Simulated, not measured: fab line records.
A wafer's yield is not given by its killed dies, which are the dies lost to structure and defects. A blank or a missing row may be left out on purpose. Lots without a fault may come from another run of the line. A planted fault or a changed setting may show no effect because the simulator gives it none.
One fault seen from 2 desks    flow nand-harc    only its own numbers are on each desk; what lay behind them is given at the end

THE DEFECT DESK
Per lot, the means of the sampled wafers with a number show what the inspections along the route counted. Marked OUT: a lot whose mean sits more than 4 standard deviations from the usual mean, which makes it out of limits; the brackets give that distance.
Columns: A = raw-defect-count at NHARC_A_SOURCE_PLATE_INSPECT_08, usual 60
lot   first seen here  A
L705  day 7 22:28      64
L706  day 7 22:30      82
L708  day 7 22:31      36
L707  day 8 04:16      72
L710  day 8 10:26      49
L712  day 9 08:45      44
L711  day 9 08:46      63
L713  day 9 08:47      46
L714  day 9 18:56      37
L720  day 10 18:05     46
L717  day 10 18:06     55
L719  day 11 05:19     52
L726  day 12 19:01     52
L728  day 13 06:05     64
Finding of this desk: none of the 14 lots has anything out of limits.

AT THE METROLOGY DESK
Lot by lot, what the gauges showed, no matter which tool ran the lot: averages of those sampled wafers that carry a number. Marked OUT: a lot whose mean sits more than 4 standard deviations from the usual mean, which makes it out of limits; the brackets give that distance.
Columns: A = thk-nm at NHARC_A_ONON_D1_THK_MEAS_02, usual 1000 nm; B = thk-nm at NHARC_A_ONON_D1_THK_MEAS_18, usual 997 nm; C = thk-nm at NHARC_A_ONON_D1_THK_MEAS_21, usual 1002 nm
lot   first seen here  A     B     C
L705  day 7 23:04      1006  991   996
L706  day 7 23:04      1003  1001  1002
L708  day 7 23:07      996   982   985
L707  day 8 04:50      997   1004  987
L710  day 8 11:01      1020  993   992
L712  day 9 09:20      1002  1005  990
L711  day 9 09:21      1009  1005  994
L713  day 9 09:41      1011  996   996
L714  day 9 19:31      1006  1014  1019
L720  day 10 18:40     999   1000  1569 (+52) OUT
L717  day 10 18:41     1014  1009  1598 (+54) OUT
L719  day 11 06:09     987   999   1006
L726  day 12 19:35     994   986   1011
L728  day 13 06:39     994   993   996
Finding of this desk: L717, L720 out of limits; the first was L720 at day 11 04:45, on thk-nm at NHARC_A_ONON_D1_THK_MEAS_21. Within limits: L705, L706, L708, L707, L710, L712, L711, L713, L714, L719, L726, L728.

ALL TOGETHER
An alarm was possible from the metrology desk at day 11 04:45, on L717, L720.
Nothing out of limits was seen by the defect desk.
The defect desk has L717, L720 on record, within its limits.
On pecvd-onon-01, each named lot ran NHARC_A_ONON_D1_DEP_19.

WHAT THE SIMULATOR HAD PUT IN
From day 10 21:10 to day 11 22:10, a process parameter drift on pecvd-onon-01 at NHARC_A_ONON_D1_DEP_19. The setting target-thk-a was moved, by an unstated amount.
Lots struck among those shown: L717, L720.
Per desk, hours elapsed from the start of the fault to the first reading out of limits: for the metrology desk, 8.
